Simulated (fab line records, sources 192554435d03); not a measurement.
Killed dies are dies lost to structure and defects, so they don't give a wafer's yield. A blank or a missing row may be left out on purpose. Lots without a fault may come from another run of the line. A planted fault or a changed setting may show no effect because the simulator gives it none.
Chamber matching | flow n5_finfet | N5_BEOL_M0_CO_CAP_123 on cvd_co-02: 3 sister chambers
The step material Co, precursor CCTBA/H2, target thk 2 nm, time 102.1 s. 3 wafers are shown with their chamber, then 9 later ones without.

WAFERS WITH THEIR CHAMBER
wafer  | chamber | heater_power_w (W)
L085.6 | 1       | 243
L090.4 | 0       | 225
L090.6 | 2       | 238

WAFERS WITHOUT THEIR CHAMBER
wafer  | heater_power_w (W)
L089.1 | 243
L089.4 | 234
L089.6 | 239
L093.1 | 236
L093.5 | 231
L093.6 | 238
L097.2 | 222
L097.3 | 230
L097.6 | 222

WHICH CHAMBER EACH WENT THROUGH
wafer  | from the rows above          | in truth
L089.1 | can't be placed: 1 or 2      | 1
L089.4 | can't be placed: 2 or 0 or 1 | 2
L089.6 | can't be placed: 2 or 1      | 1
L093.1 | can't be placed: 2 or 1      | 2
L093.5 | can't be placed: 0 or 2 or 1 | 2
L093.6 | can't be placed: 2 or 1      | 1
L097.2 | 0                            | 0
L097.3 | can't be placed: 0 or 2      | 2
L097.6 | 0                            | 0
Placed correctly: 2 of 9. Can't be placed from these rows: 7 (the true chamber is among the candidates in 7). Placed wrongly: 0.
How it was worked out, from the rows above alone: a wafer's distance from a chamber is the root of the sum, over the readings, of the square of ((its reading less the chamber's mean) divided by the reading's scatter). The wafer belongs to the nearest chamber; if the next one is less than 2 further off, it can't be placed. A chamber's mean is the mean of its shown wafers. The scatter: with one shown wafer a chamber, the root of the mean of the squares of how far each hidden wafer lies from its nearest shown one.
